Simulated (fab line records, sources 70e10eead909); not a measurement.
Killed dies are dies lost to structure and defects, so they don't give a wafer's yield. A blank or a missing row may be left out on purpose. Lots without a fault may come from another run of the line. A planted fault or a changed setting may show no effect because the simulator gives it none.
Which tool did it? | flow nand_harc | 14 lots, 42 wafers sampled, at 3 steps of a route of 1302

WHAT THE GAUGES READ, wafer by wafer
NHARC_P_BONDPAD_THK_MEAS_20: measures by xrf.
lot  | measured     | on            | thk_nm (nm)
L875 | day 5 22:19  | film_metro-02 | 159.5 159.7 162.2
L876 | day 6 02:14  | film_metro-01 | 161.6 159.4 162.6
L877 | day 6 11:49  | film_metro-02 | 159.4 158.4 159.0
L879 | day 7 09:31  | film_metro-02 | 158.5 157.9 159.2
L881 | day 8 08:34  | film_metro-02 | 157.5 160.6 159.1
L884 | day 9 18:59  | film_metro-02 | 160.5 160.4 161.4
L886 | day 10 04:19 | film_metro-02 | 162.0 160.3 159.7
L887 | day 10 18:30 | film_metro-01 | 159.6 159.6 163.0
L888 | day 11 02:45 | film_metro-01 | 160.4 160.0 159.8
L892 | day 13 02:29 | film_metro-02 | 156.9 159.9 160.9
L895 | day 13 22:46 | film_metro-01 | 161.0 160.2 162.4
L896 | day 14 16:35 | film_metro-01 | 159.5 160.4 158.1
L897 | day 14 21:21 | film_metro-01 | 161.1 159.4 160.0
L898 | day 15 04:32 | film_metro-02 | 162.9 160.1 160.4

NHARC_A_ZERO_WELL_CD_MEAS_10: target cd 2000 nm.
lot  | measured     | on        | cd_nm (nm)
L875 | day 5 23:50  | cd_sem-02 | 2001.2 2000.7 2002.5
L876 | day 6 03:44  | cd_sem-01 | 2000.1 2000.0 1998.4
L877 | day 6 13:19  | cd_sem-01 | 2000.9 1997.1 1999.6
L879 | day 7 11:02  | cd_sem-03 | 1998.9 2001.4 1998.5
L881 | day 8 10:05  | cd_sem-02 | 1998.3 1997.0 1998.7
L884 | day 9 20:32  | cd_sem-01 | 2002.0 2001.8 2001.9
L886 | day 10 05:50 | cd_sem-01 | 1997.3 1998.4 1999.7
L887 | day 10 19:53 | cd_sem-03 | - - -
L888 | day 11 04:16 | cd_sem-01 | - - -
L892 | day 13 03:55 | cd_sem-01 | 2001.1 2000.0 1999.9
L895 | day 14 00:10 | cd_sem-01 | 2002.9 2000.1 2004.7
L896 | day 14 18:07 | cd_sem-02 | 1996.2 1999.9 1996.4
L897 | day 14 22:46 | cd_sem-01 | 2001.5 2000.9 2000.1
L898 | day 15 05:57 | cd_sem-02 | 1998.7 2005.1 2000.9

WHICH TOOL RAN EACH LOT (tool, then ch and the chambers of the sampled wafers, then the start)
lot  | NHARC_A_ZERO_WELL_PEB_08
L875 | litho_track-02 ch 0, day 5 23:44
L876 | litho_track-05 ch 0, day 6 03:40
L877 | litho_track-07 ch 0, day 6 13:14
L879 | litho_track-07 ch 0, day 7 10:56
L881 | litho_track-07 ch 0, day 8 09:59
L884 | litho_track-02 ch 0, day 9 20:26
L886 | litho_track-07 ch 0, day 10 05:44
L887 | litho_track-07, day 10 19:48
L888 | litho_track-02, day 11 04:11
L892 | litho_track-02 ch 0, day 13 03:50
L895 | litho_track-02 ch 0, day 14 00:04
L896 | litho_track-07 ch 0, day 14 18:02
L897 | litho_track-05 ch 0, day 14 22:41
L898 | litho_track-02 ch 0, day 15 05:52
- NHARC_A_ZERO_WELL_PEB_08: peb time 80 s.

WHAT THE TOOLS THEMSELVES READ (means of the sampled wafers that have a number; where no wafer has one, the mark that the record gives instead)
NHARC_A_ZERO_WELL_PEB_08.
lot  | tool           | chill_plate_temp_C (C) | exhaust_pa (Pa)
L875 | litho_track-02 | 23.01                  | 44.3
L876 | litho_track-05 | 23.04                  | 44.8
L877 | litho_track-07 | 22.92                  | 45.5
L879 | litho_track-07 | 22.83                  | 45.2
L881 | litho_track-07 | 23.03                  | 45.3
L884 | litho_track-02 | 22.97                  | 44.4
L886 | litho_track-07 | 22.97                  | 44.7
L887 | litho_track-07 | -                      | -
L888 | litho_track-02 | -                      | -
L892 | litho_track-02 | 23.07                  | 45.0
L895 | litho_track-02 | 23.08                  | 44.7
L896 | litho_track-07 | 22.80                  | 44.6
L897 | litho_track-05 | 22.97                  | 45.2
L898 | litho_track-02 | 22.99                  | 45.3

THE ANSWER, worked out from the rows above alone
Rule: what is usual is taken from the lots themselves. Put in order of their means at a reading, lots are off if they are a third of the lots or fewer, leave a main group of 4 or more, and stand apart from it by a gap of 3 or more times the standard deviation of the main group's means; of several such gaps the widest counts. A main group whose means are all the same, to the digits that the tables above print for the reading, isn't used. A lot without any number at a reading at which 4 lots or more have one is off too. The other lots that the step has rows for count as sound. The gauges are gone through in route order, then the tools' own readings, and for those a lot's mean is taken as printed above. The first step at which some lot is off is used, and at that step the reading that is off furthest; a lot without a number counts as furthest.
Off: L887, L888, at NHARC_A_ZERO_WELL_CD_MEAS_10 (cd_nm). Without a number there: L887, L888. The main group: mean 2000.1 nm, standard deviation 1.6.
A tool fits if, at a process step before that reading, it ran every lot that is off, and no sound lot after the first of them. The gauges at NHARC_A_ZERO_WELL_CD_MEAS_10 aren't tried: what is off there is off at NHARC_A_ZERO_WELL_PEB_08 too, on other tools, and a gauge's error can't cause that. None of those tried fits.

WHAT THE SIMULATOR HAD PUT IN
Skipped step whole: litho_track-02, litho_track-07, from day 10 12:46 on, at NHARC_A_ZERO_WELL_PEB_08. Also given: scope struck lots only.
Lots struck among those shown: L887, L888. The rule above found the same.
